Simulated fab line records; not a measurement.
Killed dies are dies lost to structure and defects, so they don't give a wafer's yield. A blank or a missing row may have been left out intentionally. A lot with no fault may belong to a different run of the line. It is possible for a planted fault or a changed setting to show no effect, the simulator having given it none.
Matching of chambers / flow n5 finfet / 4 sister chambers for N5_HKMG_FIN_HK_ALD_01 on ald hk-03
The step deposits HfO2, target thk 1.6 nm, pulse time 3 s, purge time 3 s. 14 wafers are shown with their chamber, then 7 later ones without.

== WAFERS PAIRED WITH THEIR CHAMBERS ==
wafer=L077.1; chamber=2; precursor pulse height rel=1.013
wafer=L077.3; chamber=3; precursor pulse height rel=1.013
wafer=L077.6; chamber=2; precursor pulse height rel=0.983
wafer=L082.2; chamber=1; precursor pulse height rel=1.012
wafer=L082.3; chamber=3; precursor pulse height rel=1.006
wafer=L082.6; chamber=3; precursor pulse height rel=0.995
wafer=L085.1; chamber=0; precursor pulse height rel=1.002
wafer=L085.4; chamber=2; precursor pulse height rel=0.986
wafer=L085.6; chamber=2; precursor pulse height rel=1.014
wafer=L088.1; chamber=1; precursor pulse height rel=0.993
wafer=L088.3; chamber=2; precursor pulse height rel=0.980
wafer=L088.5; chamber=1; precursor pulse height rel=1.003
wafer=L089.2; chamber=0; precursor pulse height rel=0.976
wafer=L089.3; chamber=3; precursor pulse height rel=0.995

SIGNATURES, as means of the wafers listed above
reading=precursor pulse height rel; chamber 0=0.98900; chamber 1=1.00267; chamber 2=0.99520; chamber 3=1.00225; scatter within a chamber=0.0137
Rule: distance of a wafer from a chamber = root of the sum over the readings of ((wafer's reading minus chamber's mean) / reading's scatter) squared. The wafer belongs to the nearest chamber; if the next one is less than 2 further off, it can't be placed. The scatter: the root of (the sum of the squares of (reading less its chamber's mean) over the shown wafers, divided by (wafers less chambers)).

== WAFERS WITHOUT THEIR CHAMBER ==
wafer=L089.6; precursor pulse height rel=0.992
wafer=L092.2; precursor pulse height rel=0.979
wafer=L092.4; precursor pulse height rel=0.989
wafer=L092.6; precursor pulse height rel=1.021
wafer=L094.2; precursor pulse height rel=1.017
wafer=L094.3; precursor pulse height rel=0.969
wafer=L094.5; precursor pulse height rel=0.966

== WHICH CHAMBER EACH ONE RAN IN ==
wafer=L089.6; from the rows above=can't be placed: 0 or 2 or 3 or 1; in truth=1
wafer=L092.2; from the rows above=can't be placed: 0 or 2 or 3 or 1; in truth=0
wafer=L092.4; from the rows above=can't be placed: 0 or 2 or 3 or 1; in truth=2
wafer=L092.6; from the rows above=can't be placed: 1 or 3 or 2 or 0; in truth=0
wafer=L094.2; from the rows above=can't be placed: 1 or 3 or 2 or 0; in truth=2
wafer=L094.3; from the rows above=can't be placed: 0 or 2 or 3 or 1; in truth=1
wafer=L094.5; from the rows above=can't be placed: 0 or 2 or 3 or 1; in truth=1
Placed correctly: 0 of 7. These rows do not allow placing 7 (true chamber among the candidates in 7). Wrongly placed: 0.
